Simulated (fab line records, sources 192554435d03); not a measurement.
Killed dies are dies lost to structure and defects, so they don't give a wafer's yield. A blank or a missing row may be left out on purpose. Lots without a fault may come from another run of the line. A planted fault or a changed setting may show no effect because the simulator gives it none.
A struck lot beside a sound one | flow n5_finfet | 15 steps out of a route of 1938
Sound: wafers L519.2, L519.3, L519.6. Struck: wafers L521.2, L521.5, L521.6. The cause comes at the end.
At each step with rows: each side's tool, then ch and its chambers, then its first start. Under that, the readings that differ: sound wafers | struck wafers | difference of the means | sigmas: that difference in standard deviations of wafers without a fault.
alike: readings whose means differ by less than 2 such deviations, and words and numbers that are the same on both sides. not compared: withheld readings, readings that some wafer has no value for, bounds like >300 that may hide the same value, and numbers for which the record gives no deviation and whose values overlap.
The two part at a step that has a row with sigmas, a row that says differs or no value, or rows on one side only. Numbers that don't overlap but have no deviation are shown without sigmas and don't part them. A reading that every wafer of one side lacks parts them only if that side has two wafers or more.

N5_HKMG_FIN_STRIP_89: strips SOC in N2/H2, time 20 s.
  sound on rie_diel-04 ch 0,1,2, day 4 18:41; struck on rie_diel-03 ch 1,2, day 5 07:08
  alike: drypump_motor_current_A, oes_product_au, rf_vpp_V, showerhead_plenum_p_Torr, throttle_valve_pct
  not compared: rf_hours_counter_h
then, 5 steps without rows for these wafers: N5_HKMG_FIN_WET_ETCH_87 (etches TiN in SC1, time 154.2 s, target depth 4.7 nm, rinse time 30 s); N5_HKMG_FIN_STRIP_88 (strips in N2/H2, time 360 s); N5_HKMG_FIN_NWFM_ALD_20 (deposits TiAlC, target thk 2 nm, pulse time 3 s, purge time 2 s); N5_HKMG_FIN_ALD_71 (deposits TiN, target thk 1 nm, pulse time 1 s, purge time 3 s); N5_HKMG_FIN_COAT_66 (time 60 s, resist thk 300 nm).
N5_HKMG_FIN_ETCH_67: etches SOC in N2/H2, stops on TiN, target depth 388.9 nm.
  sound on rie_diel-04 ch 1,2,3, day 4 19:46; struck on rie_diel-01 ch 1,3, day 5 08:10
  reading               | sound          | struck         | difference | sigmas
  oes_product_au (a.u.) | 0.72 0.67 0.73 | 0.97 0.97 0.98 | +0.27      | +3
  alike: drypump_motor_current_A, rf_vpp_V, showerhead_plenum_p_Torr, throttle_valve_pct
  not compared: rf_hours_counter_h
N5_HKMG_FIN_STRIP_90: strips SOC in N2/H2, time 20 s.
  sound on rie_diel-04 ch 1,2,3, day 4 19:50; struck on rie_diel-01 ch 1,3, day 5 08:13
  reading               | sound          | struck         | difference | sigmas
  oes_product_au (a.u.) | 0.71 0.67 0.72 | 1.00 0.99 0.99 | +0.29      | +3
  alike: drypump_motor_current_A, rf_vpp_V, showerhead_plenum_p_Torr, throttle_valve_pct
  not compared: rf_hours_counter_h
then, 1 step without rows for these wafers: N5_HKMG_FIN_WET_ETCH_73 (etches the open film in SC1, time 42.3 s, target depth 1.3 nm, rinse time 30 s).
N5_HKMG_FIN_ETCHBACK_68: etches the open film in Cl2/Ar, stops on HfO2, target depth 0.5 nm.
  sound on rie_metal-03 ch 0,1, day 4 19:59; struck on rie_metal-03 ch 0,1, day 5 08:23
  alike: drypump_motor_current_A, mfc_cl2_sccm, oes_product_au, throttle_valve_pct
  not compared: rf_hours_counter_h
N5_HKMG_FIN_STRIP_69: strips in N2/H2, time 360 s.
  sound on plasma_asher-02 ch 1, day 4 20:08; struck on plasma_asher-01 ch 0,1, day 5 08:31
  reading            | sound       | struck      | difference | sigmas
  heater_power_w (W) | 520 526 526 | 414 416 492 | -83        | -2
  alike: drypump_motor_current_A
  not compared: rf_hours_counter_h
then, 1 step without rows for these wafers: N5_HKMG_FIN_ALD_21 (deposits TiN, target thk 1.5 nm, pulse time 1 s, purge time 3 s).
N5_HKMG_FIN_ALD_72: deposits W, target thk 2 nm, pulse time 1 s, purge time 2 s.
  sound on cvd_w-01 ch 0, day 4 20:52; struck on cvd_w-02 ch 0,1, day 5 09:16
  reading                                | sound   | struck      | difference | sigmas
  ald_cycles                             | 7 7 7   | 5 5 5       | -2         |
  model.W_of_HKMG_FIN_ALD_72.thk_nm (nm) | 2.2 2 2 | 1.6 1.6 1.4 | -0.5       |
  alike: heater_power_w, precursor_pulse_height_rel
then, 1 step without rows for these wafers: N5_HKMG_FIN_W_FILL_22 (material W, target thk 60 nm, time 18.2 s).
-- the record jumps here: 6 days lie between the struck wafers' starts before and after (it left off in module HKMG_FIN and takes up again in module BEOL_M4, whose first step shown is number 1111 of the route) --
N5_BEOL_M4_RC_MEAS_101:
  sound on prober-02 ch 0, day 10 08:08; struck on prober-02 ch 0, day 11 04:25
  alike: DIBL_N, DIBL_P, IOFF_N, IOFF_P, ION_N, ION_P, SS_N, SS_P, VT_N, VT_P

WHERE THEY PART
First at N5_HKMG_FIN_ETCH_67; last, within this record, at N5_HKMG_FIN_STRIP_69. Later steps at which nothing parts them and some readings are alike: N5_HKMG_FIN_ALD_72, N5_BEOL_M4_RC_MEAS_101.

WHY: what the simulator had put in
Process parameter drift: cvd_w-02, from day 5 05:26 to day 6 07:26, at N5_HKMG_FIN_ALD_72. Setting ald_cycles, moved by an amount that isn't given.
